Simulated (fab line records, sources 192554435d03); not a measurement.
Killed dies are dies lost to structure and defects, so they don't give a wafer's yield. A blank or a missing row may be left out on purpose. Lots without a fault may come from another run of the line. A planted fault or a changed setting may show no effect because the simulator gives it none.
Chamber matching | flow n5_finfet | N5_BEOL_M4_ETCH_70 on rie_diel-02: 4 sister chambers
The step etches SOC in N2/H2, target depth 80 nm, overetch 24 nm, time 130 s. 4 wafers are shown with their chamber, then 9 later ones without.

WAFERS WITH THEIR CHAMBER
wafer  | chamber | drypump_motor_current_A (A)
L084.1 | 2       | 5.8
L088.2 | 1       | 5.4
L090.1 | 0       | 6.3
L090.6 | 3       | 6.0

WAFERS WITHOUT THEIR CHAMBER
wafer  | drypump_motor_current_A (A)
L091.1 | 5.4
L091.3 | 5.8
L091.5 | 5.9
L095.1 | 5.4
L095.2 | 6.4
L095.4 | 5.8
L096.2 | 6.0
L096.3 | 6.4
L096.5 | 5.8

WHICH CHAMBER EACH WENT THROUGH
wafer  | from the rows above     | in truth
L091.1 | 1                       | 1
L091.3 | 2                       | 2
L091.5 | can't be placed: 3 or 2 | 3
L095.1 | 1                       | 1
L095.2 | 0                       | 0
L095.4 | 2                       | 2
L096.2 | 3                       | 3
L096.3 | 0                       | 0
L096.5 | 2                       | 2
Placed correctly: 8 of 9. Can't be placed from these rows: 1 (the true chamber is among the candidates in 1). Placed wrongly: 0.
How it was worked out, from the rows above alone: a wafer's distance from a chamber is the root of the sum, over the readings, of the square of ((its reading less the chamber's mean) divided by the reading's scatter). The wafer belongs to the nearest chamber; if the next one is less than 2 further off, it can't be placed. A chamber's mean is the mean of its shown wafers. The scatter: with one shown wafer a chamber, the root of the mean of the squares of how far each hidden wafer lies from its nearest shown one.
